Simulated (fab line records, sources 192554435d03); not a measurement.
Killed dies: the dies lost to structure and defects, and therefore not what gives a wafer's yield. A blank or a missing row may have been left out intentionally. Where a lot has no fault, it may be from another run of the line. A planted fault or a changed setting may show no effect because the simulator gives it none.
Lot-split experiment :: flow n5_finfet :: 21 wafers read from 7 lots, route of 1938 steps

## SPLIT DETAILS
At N5_BEOL_M10_ETCH_62 (etches SOC in N2/H2, target depth 110 nm, overetch 22 nm, time 165 s), the setting time_s was moved away from the recipe's 165 s on 10 of the 21 wafers read, by -21.8% to +20.2%. For the rest of the wafers, this setting stayed at what the recipe calls for.

The reading comes from the split's own step.

## THE READING
SiARC_of_BEOL_M10_COAT_60.thk_nm (the simulator's own value, which no gauge read), in nm, at N5_BEOL_M10_ETCH_62 (etches SOC in N2/H2, target depth 110 nm, overetch 22 nm, time 165 s). The file does not state a usual value for it. Across the 11 wafers here that went through the recipe, the average is 23.5 nm and the standard deviation 0.13 nm.

wafer: L074.1
tool, chamber at the split: rie_diel-01, 0
time_s as run, s: 165
against the recipe: recipe
SiARC_of_BEOL_M10_COAT_60.thk_nm, nm: 23.2
against lot-mates on the recipe: -

wafer: L074.2
tool, chamber at the split: rie_diel-01, 2
time_s as run, s: 137.8
against the recipe: -16.5%
SiARC_of_BEOL_M10_COAT_60.thk_nm, nm: 24.8
against lot-mates on the recipe: +1.6

wafer: L074.5
tool, chamber at the split: rie_diel-01, 0
time_s as run, s: 137.8
against the recipe: -16.5%
SiARC_of_BEOL_M10_COAT_60.thk_nm, nm: 24.6
against lot-mates on the recipe: +1.4

wafer: L075.1
tool, chamber at the split: rie_diel-01, 2
time_s as run, s: 198.3
against the recipe: +20.2%
SiARC_of_BEOL_M10_COAT_60.thk_nm, nm: 22.4
against lot-mates on the recipe: -1.0

wafer: L075.2
tool, chamber at the split: rie_diel-01, 1
time_s as run, s: 198.3
against the recipe: +20.2%
SiARC_of_BEOL_M10_COAT_60.thk_nm, nm: 22.2
against lot-mates on the recipe: -1.2

wafer: L075.3
tool, chamber at the split: rie_diel-01, 0
time_s as run, s: 165
against the recipe: recipe
SiARC_of_BEOL_M10_COAT_60.thk_nm, nm: 23.4
against lot-mates on the recipe: -

wafer: L078.1
tool, chamber at the split: rie_diel-01, 3
time_s as run, s: 165
against the recipe: recipe
SiARC_of_BEOL_M10_COAT_60.thk_nm, nm: 23.6
against lot-mates on the recipe: -

wafer: L078.4
tool, chamber at the split: rie_diel-01, 0,3
time_s as run, s: 129
against the recipe: -21.8%
SiARC_of_BEOL_M10_COAT_60.thk_nm, nm: 24.8
against lot-mates on the recipe: +1.2

wafer: L078.5
tool, chamber at the split: rie_diel-01, 0,3
time_s as run, s: 129
against the recipe: -21.8%
SiARC_of_BEOL_M10_COAT_60.thk_nm, nm: 24.8
against lot-mates on the recipe: +1.2

wafer: L083.3
tool, chamber at the split: rie_diel-05, 3,1,3
time_s as run, s: 165
against the recipe: recipe
SiARC_of_BEOL_M10_COAT_60.thk_nm, nm: 23.6
against lot-mates on the recipe: -

wafer: L083.5
tool, chamber at the split: rie_diel-05, 3,1,3
time_s as run, s: 165
against the recipe: recipe
SiARC_of_BEOL_M10_COAT_60.thk_nm, nm: 23.6
against lot-mates on the recipe: -

wafer: L083.6
tool, chamber at the split: rie_diel-05, 3,1,3
time_s as run, s: 165
against the recipe: recipe
SiARC_of_BEOL_M10_COAT_60.thk_nm, nm: 23.6
against lot-mates on the recipe: -

wafer: L096.2
tool, chamber at the split: rie_diel-04, 0
time_s as run, s: 165
against the recipe: recipe
SiARC_of_BEOL_M10_COAT_60.thk_nm, nm: 23.6
against lot-mates on the recipe: -

wafer: L096.3
tool, chamber at the split: rie_diel-04, 3,1
time_s as run, s: 178.4
against the recipe: +8.1%
SiARC_of_BEOL_M10_COAT_60.thk_nm, nm: 23
against lot-mates on the recipe: -0.6

wafer: L096.4
tool, chamber at the split: rie_diel-04, 3,1
time_s as run, s: 178.4
against the recipe: +8.1%
SiARC_of_BEOL_M10_COAT_60.thk_nm, nm: 23
against lot-mates on the recipe: -0.6

wafer: L094.1
tool, chamber at the split: rie_diel-05, 3,1
time_s as run, s: 165
against the recipe: recipe
SiARC_of_BEOL_M10_COAT_60.thk_nm, nm: 23.6
against lot-mates on the recipe: -

wafer: L094.2
tool, chamber at the split: rie_diel-05, 3,1
time_s as run, s: 165
against the recipe: recipe
SiARC_of_BEOL_M10_COAT_60.thk_nm, nm: 23.6
against lot-mates on the recipe: -

wafer: L094.3
tool, chamber at the split: rie_diel-05, 0
time_s as run, s: 165
against the recipe: recipe
SiARC_of_BEOL_M10_COAT_60.thk_nm, nm: 23.4
against lot-mates on the recipe: -

wafer: L097.3
tool, chamber at the split: rie_diel-05, 1
time_s as run, s: 165
against the recipe: recipe
SiARC_of_BEOL_M10_COAT_60.thk_nm, nm: 23.6
against lot-mates on the recipe: -

wafer: L097.4
tool, chamber at the split: rie_diel-05, 2
time_s as run, s: 130.5
against the recipe: -20.9%
SiARC_of_BEOL_M10_COAT_60.thk_nm, nm: 24.8
against lot-mates on the recipe: +1.2

wafer: L097.5
tool, chamber at the split: rie_diel-05, 0
time_s as run, s: 130.5
against the recipe: -20.9%
SiARC_of_BEOL_M10_COAT_60.thk_nm, nm: 25
against lot-mates on the recipe: +1.4
The file does not say which wafer passed through which chamber wherever a row lists several chambers: such a row stands for several wafers.

THE FIT
A straight line over all 21 wafers: SiARC_of_BEOL_M10_COAT_60.thk_nm changes by -0.063 nm for each +1% of time_s; r = -0.99; the points scatter about the line by 0.13 nm.
The same after taking each lot's own level away (the mean of its wafers on the recipe; 21 wafers): -0.0628 nm for each +1%; r = -0.98; scatter 0.18 nm.
According to that fit, moving time_s by its largest amount changes the reading by 1.4 nm.
The span of the lots' own levels, 23.20 to 23.60 nm, comes to 3.1 times the standard deviation stated above.
The two slopes agree, so the slope changes little with the lot-to-lot level.
Check: +1.44 nm against its lot-mates is what the line predicts for one of the wafers moved furthest among these (-21.8%) when that wafer is left out of the fit. Against them it came out at +1.2 nm.

## THE WHOLE CHAIN: every reading that the file lists as answering this split, in the file's order
step: N5_BEOL_M10_ETCH_62
what it does: etches SOC in N2/H2, target depth 110 nm, overetch 22 nm, time 165 s
reading: SiARC_of_BEOL_M10_COAT_60.thk_nm (the simulator's own value, which no gauge read)
change (the file's fit): -0.0634 nm for each +1% of the setting
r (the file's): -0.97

step: N5_BEOL_M10_HM_OPEN_17
what it does: chemistry Cl2/BCl3, target TiN, target depth 20 nm, overetch 6 nm
reading: etch.depth_nm (the simulator's own value, which no gauge read)
change (the file's fit): not straight: 20.39 at the lowest setting, 19.96 at the recipe, 16.94 at the highest
r (the file's): not given

## FILE'S OWN FIT
SiARC_of_BEOL_M10_COAT_60.thk_nm changes by -0.0634 nm for each +1% of time_s, r = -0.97.
